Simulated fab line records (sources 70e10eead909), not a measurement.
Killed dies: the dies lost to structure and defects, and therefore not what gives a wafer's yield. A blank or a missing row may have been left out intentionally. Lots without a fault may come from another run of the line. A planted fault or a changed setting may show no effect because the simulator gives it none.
Which tool was responsible? / flow nandHarc / 24 lots, 72 wafers sampled, at 6 steps of a route of 1302

## WHAT THE GAUGES READ, wafer by wafer
NHARC_P_M0_CD_MEAS_09: the cd target is 90 nm.
lot=L074; measured=day 6 05:48; on=cdSem-03; cdNm (nm)=90.0 89.5 89.8
lot=L075; measured=day 6 14:08; on=cdSem-03; cdNm (nm)=90.9 90.7 90.9
lot=L076; measured=day 6 18:43; on=cdSem-03; cdNm (nm)=91.0 91.4 91.8
lot=L077; measured=day 7 06:11; on=cdSem-02; cdNm (nm)=90.8 90.2 90.7
lot=L078; measured=day 8 02:29; on=cdSem-02; cdNm (nm)=90.6 90.4 91.8
lot=L079; measured=day 8 03:35; on=cdSem-01; cdNm (nm)=91.1 90.6 91.5
lot=L080; measured=day 8 11:33; on=cdSem-02; cdNm (nm)=89.9 91.6 91.4
lot=L081; measured=day 9 09:28; on=cdSem-01; cdNm (nm)=91.3 91.3 91.4
lot=L082; measured=day 9 13:58; on=cdSem-02; cdNm (nm)=90.2 90.0 90.7
lot=L083; measured=day 9 20:57; on=cdSem-02; cdNm (nm)=89.8 91.9 90.7
lot=L084; measured=day 10 05:02; on=cdSem-03; cdNm (nm)=90.5 91.0 90.0
lot=L085; measured=day 10 16:54; on=cdSem-03; cdNm (nm)=90.3 90.1 90.4
lot=L086; measured=day 10 23:43; on=cdSem-03; cdNm (nm)=90.9 91.4 91.2
lot=L089; measured=day 11 23:58; on=cdSem-02; cdNm (nm)=89.7 91.6 91.5
lot=L088; measured=day 12 00:56; on=cdSem-03; cdNm (nm)=90.8 90.8 90.8
lot=L087; measured=day 12 03:37; on=cdSem-03; cdNm (nm)=90.4 90.8 91.3
lot=L090; measured=day 12 20:05; on=cdSem-02; cdNm (nm)=90.7 90.6 90.0
lot=L091; measured=day 13 03:57; on=cdSem-03; cdNm (nm)=91.2 91.2 91.0
lot=L092; measured=day 13 10:49; on=cdSem-01; cdNm (nm)=90.5 89.3 90.7
lot=L093; measured=day 14 00:46; on=cdSem-03; cdNm (nm)=91.5 90.2 90.0
lot=L095; measured=day 14 15:14; on=cdSem-02; cdNm (nm)=90.9 92.5 91.2
lot=L094; measured=day 14 16:01; on=cdSem-02; cdNm (nm)=90.7 90.8 90.3
lot=L096; measured=day 15 08:25; on=cdSem-01; cdNm (nm)=90.4 89.7 90.4
lot=L097; measured=day 15 13:17; on=cdSem-02; cdNm (nm)=90.2 89.5 90.0

NHARC_P_M0_CD_MEAS_16.
lot=L074; measured=day 6 06:17; on=cdSem-02; cdNm (nm)=89.6 89.9 90.2
lot=L075; measured=day 6 14:38; on=cdSem-01; cdNm (nm)=91.3 91.3 91.2
lot=L076; measured=day 6 19:15; on=cdSem-02; cdNm (nm)=89.9 91.1 92.5
lot=L077; measured=day 7 06:40; on=cdSem-03; cdNm (nm)=90.5 90.1 91.1
lot=L078; measured=day 8 03:02; on=cdSem-03; cdNm (nm)=89.9 91.6 91.5
lot=L079; measured=day 8 04:04; on=cdSem-01; cdNm (nm)=91.4 90.3 91.4
lot=L080; measured=day 8 12:03; on=cdSem-03; cdNm (nm)=89.5 92.7 91.5
lot=L081; measured=day 9 09:58; on=cdSem-03; cdNm (nm)=91.0 91.6 90.7
lot=L082; measured=day 9 14:27; on=cdSem-02; cdNm (nm)=90.1 89.2 91.1
lot=L083; measured=day 9 21:26; on=cdSem-02; cdNm (nm)=90.6 91.4 90.5
lot=L084; measured=day 10 05:31; on=cdSem-03; cdNm (nm)=90.7 91.0 90.1
lot=L085; measured=day 10 17:23; on=cdSem-03; cdNm (nm)=90.1 89.0 89.7
lot=L086; measured=day 11 00:12; on=cdSem-02; cdNm (nm)=91.0 92.2 90.6
lot=L089; measured=day 12 00:27; on=cdSem-02; cdNm (nm)=90.0 91.7 91.9
lot=L088; measured=day 12 01:25; on=cdSem-03; cdNm (nm)=90.4 90.7 90.0
lot=L087; measured=day 12 04:10; on=cdSem-03; cdNm (nm)=90.2 90.9 89.5
lot=L090; measured=day 12 20:35; on=cdSem-01; cdNm (nm)=90.3 91.6 89.6
lot=L091; measured=day 13 04:27; on=cdSem-01; cdNm (nm)=90.7 91.5 89.2
lot=L092; measured=day 13 11:20; on=cdSem-02; cdNm (nm)=90.9 89.7 90.9
lot=L093; measured=day 14 01:17; on=cdSem-02; cdNm (nm)=90.7 89.4 91.0
lot=L095; measured=day 14 15:43; on=cdSem-01; cdNm (nm)=90.8 94.1 91.2
lot=L094; measured=day 14 16:30; on=cdSem-03; cdNm (nm)=91.3 91.6 92.2
lot=L096; measured=day 15 08:54; on=cdSem-01; cdNm (nm)=90.9 91.2 90.9
lot=L097; measured=day 15 13:47; on=cdSem-02; cdNm (nm)=89.3 90.5 88.9

## TOOL THAT RAN EACH LOT (tool first, then ch and the chambers of the sampled wafers, then the start)
lot=L074; NHARC_P_GATE_STRIP_76=plasmaAsher-02 ch 0,1, day 5 19:56; NHARC_P_CONTACT_CMP_01=cmp-03 ch 0,1,3, day 6 00:57; NHARC_P_CONTACT_DEGAS_38=pvdSputter-02, day 6 03:24; NHARC_P_M0_ETCH_15=rieDiel-08 ch 0,1,2, day 6 06:17 or earlier
lot=L075; NHARC_P_GATE_STRIP_76=plasmaAsher-02 ch 0,1, day 6 04:17; NHARC_P_CONTACT_CMP_01=cmp-03 ch 1,2,3, day 6 09:05; NHARC_P_CONTACT_DEGAS_38=pvdSputter-02, day 6 11:43; NHARC_P_M0_ETCH_15=rieDiel-08 ch 0,1,3, day 6 14:38 or earlier
lot=L076; NHARC_P_GATE_STRIP_76=plasmaAsher-02 ch 0,1, day 6 09:01; NHARC_P_CONTACT_CMP_01=cmp-03 ch 0,3, day 6 13:52; NHARC_P_CONTACT_DEGAS_38=pvdSputter-01, day 6 16:20; NHARC_P_M0_ETCH_15=rieDiel-09 ch 0,3, day 6 19:15 or earlier
lot=L077; NHARC_P_GATE_STRIP_76=plasmaAsher-01 ch 0,1, day 6 20:34; NHARC_P_CONTACT_CMP_01=cmp-03 ch 0,1,3, day 7 01:28; NHARC_P_CONTACT_DEGAS_38=pvdSputter-02, day 7 03:55; NHARC_P_M0_ETCH_15=rieDiel-08 ch 0,1,2, day 7 06:40 or earlier
lot=L078; NHARC_P_GATE_STRIP_76=plasmaAsher-01 ch 0,1, day 7 16:54; NHARC_P_CONTACT_CMP_01=cmp-03 ch 0,1,3, day 7 21:41; NHARC_P_CONTACT_DEGAS_38=pvdSputter-03, day 8 00:07; NHARC_P_M0_ETCH_15=rieDiel-09 ch 1,2, day 8 03:02 or earlier
lot=L079; NHARC_P_GATE_STRIP_76=plasmaAsher-01 ch 0,1, day 7 17:41; NHARC_P_CONTACT_CMP_01=cmp-04 ch 0,2,3, day 7 22:36; NHARC_P_CONTACT_DEGAS_38=pvdSputter-02, day 8 01:11; NHARC_P_M0_ETCH_15=rieDiel-08 ch 1,3, day 8 04:04 or earlier
lot=L080; NHARC_P_GATE_STRIP_76=plasmaAsher-02 ch 0,1, day 8 01:40; NHARC_P_CONTACT_CMP_01=cmp-04 ch 1,2,3, day 8 06:26; NHARC_P_CONTACT_DEGAS_38=pvdSputter-01, day 8 09:02; NHARC_P_M0_ETCH_15=rieDiel-08 ch 0,1,2, day 8 12:03 or earlier
lot=L081; NHARC_P_GATE_STRIP_76=plasmaAsher-02 ch 0,1, day 8 23:16; NHARC_P_CONTACT_CMP_01=cmp-01 ch 0,1,3, day 9 04:23; NHARC_P_CONTACT_DEGAS_38=pvdSputter-03, day 9 06:59; NHARC_P_M0_ETCH_15=rieDiel-13 ch 1,2,3, day 9 09:58 or earlier
lot=L082; NHARC_P_GATE_STRIP_76=plasmaAsher-01 ch 0,1, day 9 04:11; NHARC_P_CONTACT_CMP_01=cmp-01 ch 0,1,2, day 9 09:01; NHARC_P_CONTACT_DEGAS_38=pvdSputter-01, day 9 11:35; NHARC_P_M0_ETCH_15=rieDiel-13 ch 0,2,3, day 9 14:27 or earlier
lot=L083; NHARC_P_GATE_STRIP_76=plasmaAsher-02 ch 0, day 9 11:02; NHARC_P_CONTACT_CMP_01=cmp-04 ch 0,3, day 9 16:04; NHARC_P_CONTACT_DEGAS_38=pvdSputter-02, day 9 18:32; NHARC_P_M0_ETCH_15=rieDiel-09 ch 1,3, day 9 21:26 or earlier
lot=L084; NHARC_P_GATE_STRIP_76=plasmaAsher-01 ch 0,1, day 9 19:10; NHARC_P_CONTACT_CMP_01=cmp-03 ch 1,2,3, day 10 00:05; NHARC_P_CONTACT_DEGAS_38=pvdSputter-01, day 10 02:36; NHARC_P_M0_ETCH_15=rieDiel-08 ch 0,2,3, day 10 05:31 or earlier
lot=L085; NHARC_P_GATE_STRIP_76=plasmaAsher-02 ch 0,1, day 10 07:21; NHARC_P_CONTACT_CMP_01=cmp-01 ch 0,3, day 10 12:00; NHARC_P_CONTACT_DEGAS_38=pvdSputter-02, day 10 14:31; NHARC_P_M0_ETCH_15=rieDiel-08 ch 1,2, day 10 17:23 or earlier
lot=L086; NHARC_P_GATE_STRIP_76=plasmaAsher-02 ch 0,1, day 10 13:43; NHARC_P_CONTACT_CMP_01=cmp-04 ch 0,2,3, day 10 18:38; NHARC_P_CONTACT_DEGAS_38=pvdSputter-03, day 10 21:20; NHARC_P_M0_ETCH_15=rieDiel-13 ch 0,1,3, day 11 00:12 or earlier
lot=L089; NHARC_P_GATE_STRIP_76=plasmaAsher-01 ch 0,1, day 11 13:52; NHARC_P_CONTACT_CMP_01=cmp-01 ch 0,3, day 11 18:59; NHARC_P_CONTACT_DEGAS_38=pvdSputter-02, day 11 21:35; NHARC_P_M0_ETCH_15=rieDiel-08 ch 1,2, day 12 00:27 or earlier
lot=L088; NHARC_P_GATE_STRIP_76=plasmaAsher-01 ch 0,1, day 11 14:32; NHARC_P_CONTACT_CMP_01=cmp-04 ch 1,2, day 11 20:05; NHARC_P_CONTACT_DEGAS_38=pvdSputter-03, day 11 22:33; NHARC_P_M0_ETCH_15=rieDiel-13 ch 0,2,3, day 12 01:25 or earlier
lot=L087; NHARC_P_GATE_STRIP_76=plasmaAsher-01 ch 0,1, day 11 18:04; NHARC_P_CONTACT_CMP_01=cmp-04 ch 1,2, day 11 22:41; NHARC_P_CONTACT_DEGAS_38=pvdSputter-03, day 12 01:17; NHARC_P_M0_ETCH_15=rieDiel-13 ch 0,1,3, day 12 04:10 or earlier
lot=L090; NHARC_P_GATE_STRIP_76=plasmaAsher-01 ch 0,1, day 12 10:22; NHARC_P_CONTACT_CMP_01=cmp-01 ch 0,1,2, day 12 15:02; NHARC_P_CONTACT_DEGAS_38=pvdSputter-02, day 12 17:35; NHARC_P_M0_ETCH_15=rieDiel-13 ch 0,1,3, day 12 20:35 or earlier
lot=L091; NHARC_P_GATE_STRIP_76=plasmaAsher-02 ch 0,1, day 12 18:20; NHARC_P_CONTACT_CMP_01=cmp-04 ch 0,2,3, day 12 22:59; NHARC_P_CONTACT_DEGAS_38=pvdSputter-01, day 13 01:36; NHARC_P_M0_ETCH_15=rieDiel-08 ch 0,2,3, day 13 04:27 or earlier
lot=L092; NHARC_P_GATE_STRIP_76=plasmaAsher-02 ch 0,1, day 13 00:47; NHARC_P_CONTACT_CMP_01=cmp-01 ch 0,1,3, day 13 05:58; NHARC_P_CONTACT_DEGAS_38=pvdSputter-03, day 13 08:26; NHARC_P_M0_ETCH_15=rieDiel-13 ch 0,2,3, day 13 11:20 or earlier
lot=L093; NHARC_P_GATE_STRIP_76=plasmaAsher-02 ch 0,1, day 13 13:45; NHARC_P_CONTACT_CMP_01=cmp-03 ch 0,2,3, day 13 19:22; NHARC_P_CONTACT_DEGAS_38=pvdSputter-02, day 13 22:23; NHARC_P_M0_ETCH_15=rieDiel-08 ch 0,3, day 14 01:17 or earlier
lot=L095; NHARC_P_GATE_STRIP_76=plasmaAsher-01 ch 0,1, day 14 05:30; NHARC_P_CONTACT_CMP_01=cmp-01 ch 0,2,3, day 14 10:14; NHARC_P_CONTACT_DEGAS_38=pvdSputter-03, day 14 12:51; NHARC_P_M0_ETCH_15=rieDiel-08 ch 0,1,3, day 14 15:43 or earlier
lot=L094; NHARC_P_GATE_STRIP_76=plasmaAsher-02 ch 0,1, day 14 06:13; NHARC_P_CONTACT_CMP_01=cmp-01 ch 0,2,3, day 14 10:59; NHARC_P_CONTACT_DEGAS_38=pvdSputter-01, day 14 13:37; NHARC_P_M0_ETCH_15=rieDiel-08 ch 0,1,3, day 14 16:30 or earlier
lot=L096; NHARC_P_GATE_STRIP_76=plasmaAsher-02 ch 0,1, day 14 22:44; NHARC_P_CONTACT_CMP_01=cmp-04 ch 0,1,2, day 15 03:33; NHARC_P_CONTACT_DEGAS_38=pvdSputter-01, day 15 06:09; NHARC_P_M0_ETCH_15=rieDiel-09 ch 1,2,3, day 15 08:54 or earlier
lot=L097; NHARC_P_GATE_STRIP_76=plasmaAsher-01 ch 0,1, day 15 03:08; NHARC_P_CONTACT_CMP_01=cmp-04 ch 1,2,3, day 15 07:53; NHARC_P_CONTACT_DEGAS_38=pvdSputter-02, day 15 10:21; NHARC_P_M0_ETCH_15=rieDiel-08 ch 1,2,3, day 15 13:47 or earlier
- NHARC_P_GATE_STRIP_76: strips in O2.
- NHARC_P_CONTACT_CMP_01: polishes SiO2, target thk 200 nm.
- NHARC_P_CONTACT_DEGAS_38: time 60 s.
- NHARC_P_M0_ETCH_15: etches the open film in C4F8/Ar, target depth 150 nm, overetch 15 nm, time 82.5 s.

## AS READ BY THE TOOLS THEMSELVES (means over the sampled wafers that have a number; for cases with no such wafer, the mark the record gives instead)
NHARC_P_GATE_STRIP_76.
lot=L074; tool=plasmaAsher-02; drypumpMotorCurrentA (A)=5.75; heaterPowerW (W)=316
lot=L075; tool=plasmaAsher-02; drypumpMotorCurrentA (A)=5.75; heaterPowerW (W)=311
lot=L076; tool=plasmaAsher-02; drypumpMotorCurrentA (A)=5.74; heaterPowerW (W)=319
lot=L077; tool=plasmaAsher-01; drypumpMotorCurrentA (A)=5.45; heaterPowerW (W)=304
lot=L078; tool=plasmaAsher-01; drypumpMotorCurrentA (A)=5.44; heaterPowerW (W)=309
lot=L079; tool=plasmaAsher-01; drypumpMotorCurrentA (A)=5.44; heaterPowerW (W)=307
lot=L080; tool=plasmaAsher-02; drypumpMotorCurrentA (A)=5.72; heaterPowerW (W)=316
lot=L081; tool=plasmaAsher-02; drypumpMotorCurrentA (A)=5.75; heaterPowerW (W)=318
lot=L082; tool=plasmaAsher-01; drypumpMotorCurrentA (A)=5.47; heaterPowerW (W)=312
lot=L083; tool=plasmaAsher-02; drypumpMotorCurrentA (A)=5.77; heaterPowerW (W)=333
lot=L084; tool=plasmaAsher-01; drypumpMotorCurrentA (A)=5.57; heaterPowerW (W)=316
lot=L085; tool=plasmaAsher-02; drypumpMotorCurrentA (A)=5.71; heaterPowerW (W)=295
lot=L086; tool=plasmaAsher-02; drypumpMotorCurrentA (A)=5.72; heaterPowerW (W)=300
lot=L089; tool=plasmaAsher-01; drypumpMotorCurrentA (A)=5.55; heaterPowerW (W)=318
lot=L088; tool=plasmaAsher-01; drypumpMotorCurrentA (A)=5.44; heaterPowerW (W)=308
lot=L087; tool=plasmaAsher-01; drypumpMotorCurrentA (A)=5.57; heaterPowerW (W)=313
lot=L090; tool=plasmaAsher-01; drypumpMotorCurrentA (A)=5.45; heaterPowerW (W)=309
lot=L091; tool=plasmaAsher-02; drypumpMotorCurrentA (A)=5.75; heaterPowerW (W)=325
lot=L092; tool=plasmaAsher-02; drypumpMotorCurrentA (A)=5.77; heaterPowerW (W)=318
lot=L093; tool=plasmaAsher-02; drypumpMotorCurrentA (A)=5.73; heaterPowerW (W)=316
lot=L095; tool=plasmaAsher-01; drypumpMotorCurrentA (A)=5.57; heaterPowerW (W)=312
lot=L094; tool=plasmaAsher-02; drypumpMotorCurrentA (A)=5.76; heaterPowerW (W)=320
lot=L096; tool=plasmaAsher-02; drypumpMotorCurrentA (A)=5.75; heaterPowerW (W)=320
lot=L097; tool=plasmaAsher-01; drypumpMotorCurrentA (A)=5.45; heaterPowerW (W)=312

NHARC_P_CONTACT_CMP_01.
lot=L074; tool=cmp-03; motorCurrentA (A)=10.8
lot=L075; tool=cmp-03; motorCurrentA (A)=11.5
lot=L076; tool=cmp-03; motorCurrentA (A)=10.0
lot=L077; tool=cmp-03; motorCurrentA (A)=11.0
lot=L078; tool=cmp-03; motorCurrentA (A)=11.2
lot=L079; tool=cmp-04; motorCurrentA (A)=11.1
lot=L080; tool=cmp-04; motorCurrentA (A)=12.7
lot=L081; tool=cmp-01; motorCurrentA (A)=11.9
lot=L082; tool=cmp-01; motorCurrentA (A)=12.3
lot=L083; tool=cmp-04; motorCurrentA (A)=11.0
lot=L084; tool=cmp-03; motorCurrentA (A)=11.7
lot=L085; tool=cmp-01; motorCurrentA (A)=12.5
lot=L086; tool=cmp-04; motorCurrentA (A)=11.2
lot=L089; tool=cmp-01; motorCurrentA (A)=12.7
lot=L088; tool=cmp-04; motorCurrentA (A)=13.6
lot=L087; tool=cmp-04; motorCurrentA (A)=13.3
lot=L090; tool=cmp-01; motorCurrentA (A)=12.4
lot=L091; tool=cmp-04; motorCurrentA (A)=11.2
lot=L092; tool=cmp-01; motorCurrentA (A)=12.3
lot=L093; tool=cmp-03; motorCurrentA (A)=11.2
lot=L095; tool=cmp-01; motorCurrentA (A)=12.1
lot=L094; tool=cmp-01; motorCurrentA (A)=12.5
lot=L096; tool=cmp-04; motorCurrentA (A)=12.2
lot=L097; tool=cmp-04; motorCurrentA (A)=12.4

NHARC_P_CONTACT_DEGAS_38.
lot=L074; tool=pvdSputter-02; heaterPowerW (W)=479
lot=L075; tool=pvdSputter-02; heaterPowerW (W)=449
lot=L076; tool=pvdSputter-01; heaterPowerW (W)=446
lot=L077; tool=pvdSputter-02; heaterPowerW (W)=477
lot=L078; tool=pvdSputter-03; heaterPowerW (W)=415
lot=L079; tool=pvdSputter-02; heaterPowerW (W)=459
lot=L080; tool=pvdSputter-01; heaterPowerW (W)=437
lot=L081; tool=pvdSputter-03; heaterPowerW (W)=437
lot=L082; tool=pvdSputter-01; heaterPowerW (W)=436
lot=L083; tool=pvdSputter-02; heaterPowerW (W)=505
lot=L084; tool=pvdSputter-01; heaterPowerW (W)=427
lot=L085; tool=pvdSputter-02; heaterPowerW (W)=466
lot=L086; tool=pvdSputter-03; heaterPowerW (W)=467
lot=L089; tool=pvdSputter-02; heaterPowerW (W)=452
lot=L088; tool=pvdSputter-03; heaterPowerW (W)=431
lot=L087; tool=pvdSputter-03; heaterPowerW (W)=465
lot=L090; tool=pvdSputter-02; heaterPowerW (W)=432
lot=L091; tool=pvdSputter-01; heaterPowerW (W)=459
lot=L092; tool=pvdSputter-03; heaterPowerW (W)=455
lot=L093; tool=pvdSputter-02; heaterPowerW (W)=502
lot=L095; tool=pvdSputter-03; heaterPowerW (W)=455
lot=L094; tool=pvdSputter-01; heaterPowerW (W)=442
lot=L096; tool=pvdSputter-01; heaterPowerW (W)=444
lot=L097; tool=pvdSputter-02; heaterPowerW (W)=480

NHARC_P_M0_ETCH_15.
lot=L074; tool=rieDiel-08; chamberPressureMTorr (mTorr)=25.028; oesProductAu (a.u.)=0.947; rfVppV (V)=440.8
lot=L075; tool=rieDiel-08; chamberPressureMTorr (mTorr)=24.983; oesProductAu (a.u.)=0.967; rfVppV (V)=440.3
lot=L076; tool=rieDiel-09; chamberPressureMTorr (mTorr)=24.998; oesProductAu (a.u.)=0.925; rfVppV (V)=440.6
lot=L077; tool=rieDiel-08; chamberPressureMTorr (mTorr)=25.014; oesProductAu (a.u.)=0.976; rfVppV (V)=441.0
lot=L078; tool=rieDiel-09; chamberPressureMTorr (mTorr)=25.009; oesProductAu (a.u.)=0.978; rfVppV (V)=441.7
lot=L079; tool=rieDiel-08; chamberPressureMTorr (mTorr)=25.020; oesProductAu (a.u.)=0.952; rfVppV (V)=440.4
lot=L080; tool=rieDiel-08; chamberPressureMTorr (mTorr)=24.976; oesProductAu (a.u.)=0.974; rfVppV (V)=441.3
lot=L081; tool=rieDiel-13; chamberPressureMTorr (mTorr)=24.995; oesProductAu (a.u.)=0.964; rfVppV (V)=442.2
lot=L082; tool=rieDiel-13; chamberPressureMTorr (mTorr)=24.999; oesProductAu (a.u.)=0.966; rfVppV (V)=442.9
lot=L083; tool=rieDiel-09; chamberPressureMTorr (mTorr)=25.004; oesProductAu (a.u.)=0.974; rfVppV (V)=442.7
lot=L084; tool=rieDiel-08; chamberPressureMTorr (mTorr)=25.004; oesProductAu (a.u.)=0.970; rfVppV (V)=442.7
lot=L085; tool=rieDiel-08; chamberPressureMTorr (mTorr)=24.999; oesProductAu (a.u.)=0.960; rfVppV (V)=440.2
lot=L086; tool=rieDiel-13; chamberPressureMTorr (mTorr)=24.982; oesProductAu (a.u.)=0.974; rfVppV (V)=442.1
lot=L089; tool=rieDiel-08; chamberPressureMTorr (mTorr)=24.993; oesProductAu (a.u.)=0.973; rfVppV (V)=441.3
lot=L088; tool=rieDiel-13; chamberPressureMTorr (mTorr)=24.995; oesProductAu (a.u.)=0.970; rfVppV (V)=441.9
lot=L087; tool=rieDiel-13; chamberPressureMTorr (mTorr)=25.017; oesProductAu (a.u.)=0.968; rfVppV (V)=442.2
lot=L090; tool=rieDiel-13; chamberPressureMTorr (mTorr)=24.984; oesProductAu (a.u.)=0.928; rfVppV (V)=442.5
lot=L091; tool=rieDiel-08; chamberPressureMTorr (mTorr)=25.017; oesProductAu (a.u.)=0.964; rfVppV (V)=442.4
lot=L092; tool=rieDiel-13; chamberPressureMTorr (mTorr)=25.018; oesProductAu (a.u.)=0.920; rfVppV (V)=441.8
lot=L093; tool=rieDiel-08; chamberPressureMTorr (mTorr)=24.995; oesProductAu (a.u.)=0.967; rfVppV (V)=441.2
lot=L095; tool=rieDiel-08; chamberPressureMTorr (mTorr)=24.994; oesProductAu (a.u.)=0.981; rfVppV (V)=440.3
lot=L094; tool=rieDiel-08; chamberPressureMTorr (mTorr)=24.992; oesProductAu (a.u.)=0.979; rfVppV (V)=441.0
lot=L096; tool=rieDiel-09; chamberPressureMTorr (mTorr)=25.012; oesProductAu (a.u.)=0.972; rfVppV (V)=441.4
lot=L097; tool=rieDiel-08; chamberPressureMTorr (mTorr)=25.007; oesProductAu (a.u.)=0.974; rfVppV (V)=441.9

## THE ANSWER, worked out from the rows above alone
Rule: the lots themselves supply what counts as usual. The widest of any qualifying gaps counts: lots, ordered by their means at a reading, are off when they make up no more than a third of the lots, leave a main group of 4 or more, and stand apart from it by 3 or more times the standard deviation of that group's means. If all means in a main group match to the digits the tables above print for the reading, that group is not used. Also off: a lot with no number at a reading for which 4 or more lots have one. All remaining lots with rows at the step are treated as sound. Order of review: gauges by route order, followed by the tools' own readings, for which a lot's mean as printed above is used. At the first step where some lot is off, the reading lying furthest off is the one used; lots without a number count as furthest.
None of the lots is off at any reading shown; this tells nothing.

## WHAT THE SIMULATOR HAD INSERTED
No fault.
